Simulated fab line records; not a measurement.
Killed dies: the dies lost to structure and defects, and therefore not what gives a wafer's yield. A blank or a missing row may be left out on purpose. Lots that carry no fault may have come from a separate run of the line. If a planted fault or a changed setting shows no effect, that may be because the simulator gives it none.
Comparing a struck lot with a sound one || flow n5-finfet || 39 steps out of a route of 1938
Sound: these wafers, L417.2, L417.5, L417.6. Struck: wafers L410.4, L410.6 (left out: L410.2, a lot-mate that was not struck); the cause follows at the end.
For every step that has rows: the tool of each side, followed by ch and its chambers, followed by its first start. Under that, the readings that differ: sound wafers || struck wafers || difference of the means || sigmas: that difference in standard deviations of wafers without a fault.
alike: same words and numbers on both sides, and readings whose means sit less than 2 such deviations apart. not compared: any withheld reading, any reading some wafer has no value for, any bound like >300 that may hide the same value, and any number with overlapping values for which the record gives no deviation.
The two part at a step that has a row with sigmas, a row that says differs or no value, or rows on one side only. Numbers that don't overlap but have no deviation are shown without sigmas and don't part them. A reading missing from all wafers of one side parts the sides only when that side holds two or more wafers.

first, 11 steps without rows for these wafers: N5_BEOL_M0_SAQP_DESCUM_19 (chemistry O2, time 7.9 s); N5_BEOL_M0_SAQP_ETCH_83 (etches SiARC in CF4, target depth 39 nm, time 65 s); N5_BEOL_M0_SAQP_ETCH_84 (etches SOC in N2/H2, target depth 100 nm, overetch 20 nm, time 150 s); N5_BEOL_M0_SAQP_STRIP_80 (strips in N2/H2); N5_BEOL_M0_SAQP_HM_OPEN_112 (chemistry CHF3/O2, target SiO2, stops on a-Si, target depth 12 nm, time 13.5 s); N5_BEOL_M0_SAQP_STRIP_113 (strips in CHF3/O2); N5_BEOL_M0_SAQP_MANDREL_ETCH_20 (etches a-Si in HBr/Cl2, stops on SiNx, target depth 60 nm, bt time 10 s, time 30 s); N5_BEOL_M0_SAQP_STRIP_86 (strips in N2/H2); N5_BEOL_M0_SAQP_STRIP_115 (strips in post etch residue remover, time 60 s); N5_BEOL_M0_SAQP_SRD_93 (time 30 s); N5_BEOL_M0_SAQP_RECESS_114 (chemistry HF/NH3, target SiO2, target depth 14.4 nm, afs cycles 3, sublimation time 60 s).
N5_BEOL_M0_SAQP_SPACER1_ALD_98: deposits SiO2, target thk 12.8 nm, pulse time 1 s, purge time 2 s.
  sound on ald-sin-02 ch 1,2, day 10 22:06; struck on ald-sin-01 ch 2, day 8 23:57
{"reading": "ald-cycles", "sound": "138 138 138", "struck": "179 179", "difference": "+41", "sigmas": ""}
{"reading": "heater-power-w (W)", "sound": "640 447 637", "struck": "438 451", "difference": -130, "sigmas": -3}
{"reading": "model.SiO2_of_BEOL_M0_SAQP_SPACER1_ALD_98.thk-nm (nm)", "sound": "12.8 12.8 12.8", "struck": "16.6 16.6", "difference": "+3.8", "sigmas": ""}
  alike: precursor-pulse-height-rel
then, 1 step without rows for these wafers: N5_BEOL_M0_SAQP_SPACER1_ETCHBACK_99 (etches SiO2 in CHF3/O2, target depth 15.4 nm, time 7.7 s).
N5_BEOL_M0_SAQP_MANDREL1_REMOVE_100: chemistry HBr/Cl2/O2, target a-Si, stops on SiNx, bt time 10 s.
  sound on rie-si-01 ch 0,1, day 10 22:40; struck on rie-si-01 ch 0,2, day 9 00:31
{"reading": "model.BEOL_M0_SAQP.cd-nm (nm)", "sound": "13 12.8 12.8", "struck": "16.8 16.8", "difference": "+3.9", "sigmas": ""}
{"reading": "model.SiO2_of_BEOL_M0_SAQP_SPACER1_ALD_98.thk-nm (nm)", "sound": "7.4 7.4 7.4", "struck": "11.2 11.2", "difference": "+3.8", "sigmas": ""}
  alike: drypump-motor-current-A, oes-product-au, throttle-valve-pct
  not compared: rf-hours-counter-h
N5_BEOL_M0_SAQP_CD_MEAS_25: the cd target is 13.1 nm.
  sound on cd-sem-03 ch 0, day 10 22:47; struck on cd-sem-02 ch 0, day 9 00:37
{"reading": "cd-nm (nm)", "sound": "12.81 12.69 13.05", "struck": "16.57 16.59", "difference": "+3.73", "sigmas": "+16"}
then, 22 steps without rows for these wafers: N5_BEOL_M0_SAQP_ETCH_101 (etches SiNx in CH3F/O2, target depth 29.9 nm, time 42.7 s); N5_BEOL_M0_SAQP_ETCH_102 (etches SiO2 in CF4, target depth 4 nm, time 4.4 s); N5_BEOL_M0_SAQP_MANDREL_ETCH_103 (etches a-Si in HBr/Cl2, stops on SiCN, target depth 45 nm, bt time 10 s, time 27 s); N5_BEOL_M0_SAQP_RECESS_104 (chemistry HF/NH3, target SiO2, target depth 18 nm, afs cycles 3, sublimation time 60 s); N5_BEOL_M0_SAQP_COAT_105 (time 60 s, resist thk 100 nm); N5_BEOL_M0_SAQP_ETCH_106 (etches SOC in N2/H2, stops on SiNx, target depth 150 nm); N5_BEOL_M0_SAQP_ETCH_107 (etches SiNx in CH3F/O2, target depth 30 nm); N5_BEOL_M0_SAQP_STRIP_108 (strips in N2/H2); N5_BEOL_M0_SAQP_RECESS_109 (chemistry HF/NH3, target SiO2, target depth 3 nm, afs cycles 1, sublimation time 60 s); N5_BEOL_M0_SAQP_SPACER2_ALD_26 (deposits SiO2, target thk 15 nm, pulse time 1 s, purge time 2 s); N5_BEOL_M0_SAQP_SPACER2_ETCHBACK_27 (etches SiO2 in CHF3/O2, target depth 22.5 nm, time 11.25 s); N5_BEOL_M0_SAQP_MANDREL2_REMOVE_110 (chemistry HBr/Cl2/O2, target a-Si, stops on SiCN, bt time 10 s); N5_BEOL_M0_SAQP_COAT_69 (time 60 s, resist thk 90 nm); N5_BEOL_M0_SAQP_COAT_72 (time 60 s, resist thk 15 nm); N5_BEOL_M0_SAQP_COAT_87 (time 60 s, resist thk 5 nm); N5_BEOL_M0_SAQP_COAT_34 (resist thk 30 nm); N5_BEOL_M0_SAQP_EBR_36; N5_BEOL_M0_SAQP_SOFTBAKE_35 (time 60 s); N5_BEOL_M0_SAQP_EXPOSE_37 (exposes mask M0 CUT1, target cd 30 nm); N5_BEOL_M0_SAQP_PEB_38 (peb time 60 s); N5_BEOL_M0_SAQP_DEVELOP_39 (develop time 30 s); N5_BEOL_M0_SAQP_DESCUM_45 (chemistry O2, time 7 s).
N5_BEOL_M4_RC_MEAS_101:
  the record has rows for the sound wafers here (prober-01 ch 0, day 13 03:39) and none for the struck ones
-- record jumps: 7 days separate the struck wafers' starts on either side; left off in module BEOL_M4, taken up again in module PASSIVATION, whose first shown step is the route's number 1936 --
N5_PASSIVATION_PROBE_49:
  record: rows for the struck wafers here (prober-02, day 15 23:22), none for the sound ones

## WHERE THEY PART
Last at N5_PASSIVATION_PROBE_49 as far as this record goes, first at N5_BEOL_M0_SAQP_SPACER1_ALD_98.

WHY: the cause the simulator had injected
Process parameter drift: ald-sin-01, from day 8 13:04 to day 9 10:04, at N5_BEOL_M0_SAQP_SPACER1_ALD_98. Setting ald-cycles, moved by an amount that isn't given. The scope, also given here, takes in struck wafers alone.
